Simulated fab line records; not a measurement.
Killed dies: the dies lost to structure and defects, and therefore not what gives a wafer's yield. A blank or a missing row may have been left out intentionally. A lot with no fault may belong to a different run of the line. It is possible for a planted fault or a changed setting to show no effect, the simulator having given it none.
Chamber matching ; flow n5Finfet ; rieDiel-06 running N5_BEOL_M0_ETCH_128: 4 sister chambers
The step etches SiCN in CF4/N2, target depth 12 nm, overetch 5.1 nm, time 21.4 s. 4 wafers are shown with their chamber, then 10 later ones without.

## WAFERS WITH THEIR CHAMBER
wafer;chamber;showerheadPlenumPTorr (Torr)
L083.6;1;2.18
L084.6;3;2.18
L085.2;0;2.13
L085.3;2;2.23

## WAFERS WITH NO CHAMBER GIVEN
wafer;showerheadPlenumPTorr (Torr)
L085.5;2.23
L088.1;2.23
L088.2;2.17
L088.3;2.17
L087.3;2.23
L087.4;2.17
L087.5;2.13
L095.4;2.12
L095.5;2.23
L095.6;2.17

## THE CHAMBER EACH PASSED THROUGH
wafer;from the rows above;in truth
L085.5;2;2
L088.1;2;2
L088.2;can't be placed: 1 or 3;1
L088.3;can't be placed: 1 or 3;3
L087.3;2;2
L087.4;can't be placed: 1 or 3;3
L087.5;0;0
L095.4;0;0
L095.5;2;2
L095.6;can't be placed: 1 or 3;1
6 of 10 placed correctly. Unplaceable from these rows: 4, with the true chamber sitting among the candidates in 4. Number placed wrongly: 0.
How it was worked out, from the rows above alone: a wafer's distance from a chamber is the root of the sum, over the readings, of the square of ((its reading less the chamber's mean) divided by the reading's scatter). The wafer belongs to the nearest chamber; if the next one is less than 2 further off, it can't be placed. The mean given for a chamber averages the wafers shown for that chamber. The scatter: root of mean squared gap, hidden wafer to nearest shown wafer, with one shown wafer a chamber.
